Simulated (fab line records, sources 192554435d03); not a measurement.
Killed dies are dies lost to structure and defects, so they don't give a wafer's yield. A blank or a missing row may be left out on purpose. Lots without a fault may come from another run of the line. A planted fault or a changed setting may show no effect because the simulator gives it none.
Which tool did it? | flow n5_finfet | 11 lots, 33 wafers sampled, at 5 steps of a route of 1938

WHAT THE GAUGES READ, wafer by wafer
N5_BEOL_M6_THK_MEAS_01.
lot  | measured     | on            | M6_ILD_THK (nm)
L517 | day 9 02:59  | film_metro-02 | 152.2 154.1 155.8
L522 | day 10 09:14 | film_metro-01 | 155.2 156.6 157.9
L520 | day 10 09:45 | film_metro-01 | 154.1 154.3 155.3
L523 | day 10 12:40 | film_metro-01 | 151.2 154.5 154.8
L530 | day 12 00:50 | film_metro-02 | 155.3 155.7 200.4
L529 | day 12 07:28 | film_metro-01 | 153.9 199.4 203.1
L532 | day 13 05:12 | film_metro-01 | 154.6 154.2 156.0
L535 | day 13 09:34 | film_metro-02 | 153.8 153.7 156.4
L538 | day 14 04:36 | film_metro-01 | 156.7 153.4 156.4
L536 | day 14 08:07 | film_metro-01 | 154.2 152.1 156.0
L537 | day 14 12:35 | film_metro-01 | 153.0 152.6 157.9

WHICH TOOL RAN EACH LOT (tool, then ch and the chambers of the sampled wafers, then the start)
lot  | N5_BEOL_M5_ANNEAL_84         | N5_BEOL_M5_ANNEAL_51             | N5_BEOL_M5_DEP_56               | N5_BEOL_M6_ILD_DEP_00
L517 | pvd_sputter-01, day 8 23:12  | rtp_anneal-01 ch 0, day 9 01:32  | pecvd-01 ch 0,2, day 9 02:17    | pecvd-02 ch 0,1, day 9 02:25
L522 | pvd_sputter-03, day 10 05:23 | rtp_anneal-02 ch 0, day 10 07:47 | pecvd-04 ch 0,1,2, day 10 08:28 | pecvd-01 ch 0,1,2, day 10 08:36
L520 | pvd_sputter-01, day 10 05:34 | rtp_anneal-02 ch 0, day 10 08:16 | pecvd-01 ch 0,1, day 10 09:03   | pecvd-01 ch 1,2, day 10 09:11
L523 | pvd_sputter-02, day 10 08:50 | rtp_anneal-02 ch 0, day 10 11:07 | pecvd-03 ch 0,1, day 10 11:56   | pecvd-01 ch 0,2, day 10 12:05
L530 | pvd_sputter-01, day 11 20:46 | rtp_anneal-01 ch 0, day 11 23:04 | pecvd-03 ch 0,1,2, day 11 23:51 | pecvd-01 ch 0,1,2, day 11 23:59
L529 | pvd_sputter-03, day 12 03:40 | rtp_anneal-01 ch 0, day 12 05:58 | pecvd-04 ch 0,2, day 12 06:45   | pecvd-01 ch 0,1, day 12 06:53
L532 | pvd_sputter-03, day 12 23:47 | rtp_anneal-02 ch 0, day 13 03:13 | pecvd-04 ch 0,2, day 13 04:01   | pecvd-02 ch 1,2, day 13 04:09
L535 | pvd_sputter-03, day 13 05:37 | rtp_anneal-02 ch 0, day 13 07:58 | pecvd-03 ch 1,2, day 13 08:43   | pecvd-02 ch 1,2, day 13 08:50
L538 | pvd_sputter-03, day 14 00:22 | rtp_anneal-01 ch 0, day 14 03:09 | pecvd-01 ch 0,1,2, day 14 03:53 | pecvd-03 ch 0,1,2, day 14 04:01
L536 | pvd_sputter-02, day 14 04:19 | rtp_anneal-02 ch 0, day 14 06:37 | pecvd-01 ch 0,1,2, day 14 07:25 | pecvd-02 ch 0,1, day 14 07:32
L537 | pvd_sputter-02, day 14 08:44 | rtp_anneal-02 ch 0, day 14 11:02 | pecvd-04 ch 0,2, day 14 11:50   | pecvd-02 ch 1,2, day 14 11:58
- N5_BEOL_M5_ANNEAL_84: time 1800 s.
- N5_BEOL_M5_ANNEAL_51: time 90 s.
- N5_BEOL_M5_DEP_56: deposits SiCN from 3MS/NH3, target thk 8 nm, time 14 s.
- N5_BEOL_M6_ILD_DEP_00: deposits SiCOH lowk from DEMS/porogen, target thk 179.75 nm, time 33.4 s.

THE ANSWER, worked out from the rows above alone
Rule: what is usual is taken from the lots themselves. Put in order of their means at a reading, lots are off if they are a third of the lots or fewer, leave a main group of 4 or more, and stand apart from it by a gap of 3 or more times the standard deviation of the main group's means; of several such gaps the widest counts. A main group whose means are all the same, to the digits that the tables above print for the reading, isn't used. A lot without any number at a reading at which 4 lots or more have one is off too. The other lots that the step has rows for count as sound.
Off: L530, L529, at N5_BEOL_M6_THK_MEAS_01 (M6_ILD_THK). The main group: mean 154.7 nm, standard deviation 0.85.
A tool fits if, at a process step before that reading, it ran every lot that is off, and no sound lot after the first of them. The gauges at N5_BEOL_M6_THK_MEAS_01 are tried like those tools. One fits: pecvd-01 at N5_BEOL_M6_ILD_DEP_00. Its last sound lot is L523 (day 10 12:05), its first lot that is off L530 (day 11 23:59): a fault that began between those two fits.

WHAT THE SIMULATOR HAD PUT IN
Process parameter drift: pecvd-01, from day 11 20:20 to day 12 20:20, at N5_BEOL_M6_ILD_DEP_00. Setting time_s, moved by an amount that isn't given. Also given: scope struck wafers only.
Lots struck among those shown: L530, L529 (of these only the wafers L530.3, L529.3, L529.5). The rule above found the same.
